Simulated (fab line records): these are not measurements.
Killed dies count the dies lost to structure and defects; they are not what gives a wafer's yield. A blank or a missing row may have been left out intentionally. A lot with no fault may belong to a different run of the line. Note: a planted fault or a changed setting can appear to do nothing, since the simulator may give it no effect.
Split-lot study | flow n5_finfet | route with 1938 steps; 7 lots, 21 wafers read

## SPLIT DETAILS
At N5_BEOL_M8_COAT_22 (resist thk 30 nm), the setting spin_rpm was moved away from the recipe's 1500 rpm on 4 of the 21 wafers read, by -9.5% to +10.2%. The other wafers ran this setting at the recipe's value.

## FROM THE SPLIT TO THE READING: what the file shows between them, 2 steps
- N5_BEOL_M8_EXPOSE_25: exposes mask V7, target cd 40 nm (also split here: dose_mj)
- N5_BEOL_M8_PEB_26: peb time 60 s

## THE READING
CAR-EUV_of_BEOL_M8_COAT_22.thk_nm (the simulator's own value, which no gauge read), in nm, at N5_BEOL_M8_DEVELOP_27 (develop time 30 s). No usual value for it is given in the file. The 17 wafers here that ran the recipe average 29.6 nm, standard deviation 0.1 nm.

wafer  | tool, chamber at the split | spin_rpm as run, rpm | against the recipe | CAR-EUV_of_BEOL_M8_COAT_22.thk_nm, nm | against lot-mates on the recipe
L074.1 | litho_track-01, 0          | 1500                 | recipe             | 29.6                                  | -
L074.2 | litho_track-01, 0          | 1500                 | recipe             | 29.6                                  | -
L074.4 | litho_track-01, 0          | 1647                 | +9.8%              | 28                                    | -1.6
L077.1 | litho_track-01, 0          | 1357                 | -9.5%              | 31.2                                  | +1.5
L077.5 | litho_track-01, 0          | 1500                 | recipe             | 29.8                                  | -
L077.6 | litho_track-01, 0          | 1500                 | recipe             | 29.6                                  | -
L079.1 | litho_track-05, 0          | 1500                 | recipe             | 29.6                                  | -
L079.2 | litho_track-05, 0          | 1500                 | recipe             | 29.6                                  | -
L079.3 | litho_track-05, 0          | 1500                 | recipe             | 29.6                                  | -
L080.1 | litho_track-01, 0          | 1500                 | recipe             | 29.4                                  | -
L080.6 | litho_track-01, 0          | 1500                 | recipe             | 29.4                                  | -
L080.4 | litho_track-01, 0          | 1500                 | recipe             | 29.6                                  | -
L084.2 | litho_track-05, 0          | 1500                 | recipe             | 29.6                                  | -
L084.3 | litho_track-05, 0          | 1500                 | recipe             | 29.6                                  | -
L084.6 | litho_track-05, 0          | 1500                 | recipe             | 29.4                                  | -
L090.2 | litho_track-01, 0          | 1500                 | recipe             | 29.6                                  | -
L090.5 | litho_track-01, 0          | 1500                 | recipe             | 29.6                                  | -
L090.4 | litho_track-01, 0          | 1653                 | +10.2%             | 28.2                                  | -1.4
L092.1 | litho_track-02, 0          | 1500                 | recipe             | 29.6                                  | -
L092.2 | litho_track-02, 0          | 1500                 | recipe             | 29.4                                  | -
L092.3 | litho_track-02, 0          | 1601                 | +6.7%              | 28.6                                  | -0.9

THE FIT
A straight line over all 21 wafers: CAR-EUV_of_BEOL_M8_COAT_22.thk_nm changes by -0.154 nm for each +1% of spin_rpm; r = -0.98; the points scatter about the line by 0.11 nm.
The same after taking each lot's own level away (the mean of its wafers on the recipe; 21 wafers): -0.15 nm for each +1%; r = -0.99; scatter 0.087 nm.
On that fit, the largest move of spin_rpm shifts the reading by 1.5 nm.
Measured against the standard deviation above, the lots' own levels, which go from 29.47 to 29.70 nm, span 2.3 times it.
The two slopes agree, so the slope changes little with the lot-to-lot level.
Check: with one of the wafers moved furthest among these (+10.2%) left out of the fit, the line predicts -1.58 nm for it against its lot-mates. It came out at -1.4 nm against them.

## ADDITIONAL SPLITS CARRIED BY THESE WAFERS
Before the reading, these wafers also passed through other splits. Each is held against what the fit with the lots' levels taken away leaves over:
other split on the same wafers   | wafers away from the commonest value | r with CAR-EUV_of_BEOL_M8_COAT_22.thk_nm (lot level and that fit taken away)
N5_BEOL_M5_TRENCH_ETCH_37 bias_w | 8                                    | -0.30
N5_BEOL_M5_ETCH_41 source_w      | 4                                    | +0.15
N5_BEOL_M6_DESCUM_33 time_s      | 10                                   | -0.03
N5_BEOL_M7_EXPOSE_25 dose_mj     | 5                                    | +0.15
N5_BEOL_M7_ETCH_66 time_s        | 7                                    | +0.16
N5_BEOL_M8_EXPOSE_25 dose_mj     | 9                                    | +0.17

## THE WHOLE CHAIN: every reading that the file lists as answering this split, in the file's order
step                  | what it does      | reading                                                                            | change (the file's fit)               | r (the file's)
N5_BEOL_M8_COAT_22    | resist thk 30 nm  | CAR-EUV_of_BEOL_M8_COAT_22.thk_nm (the simulator's own value, which no gauge read) | -0.143 nm for each +1% of the setting | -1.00
N5_BEOL_M8_DEVELOP_27 | develop time 30 s | CAR-EUV_of_BEOL_M8_COAT_22.thk_nm (the simulator's own value, which no gauge read) | -0.15 nm for each +1% of the setting  | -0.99

## THE FILE'S OWN FIT
CAR-EUV_of_BEOL_M8_COAT_22.thk_nm changes by -0.15 nm for each +1% of spin_rpm, r = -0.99.
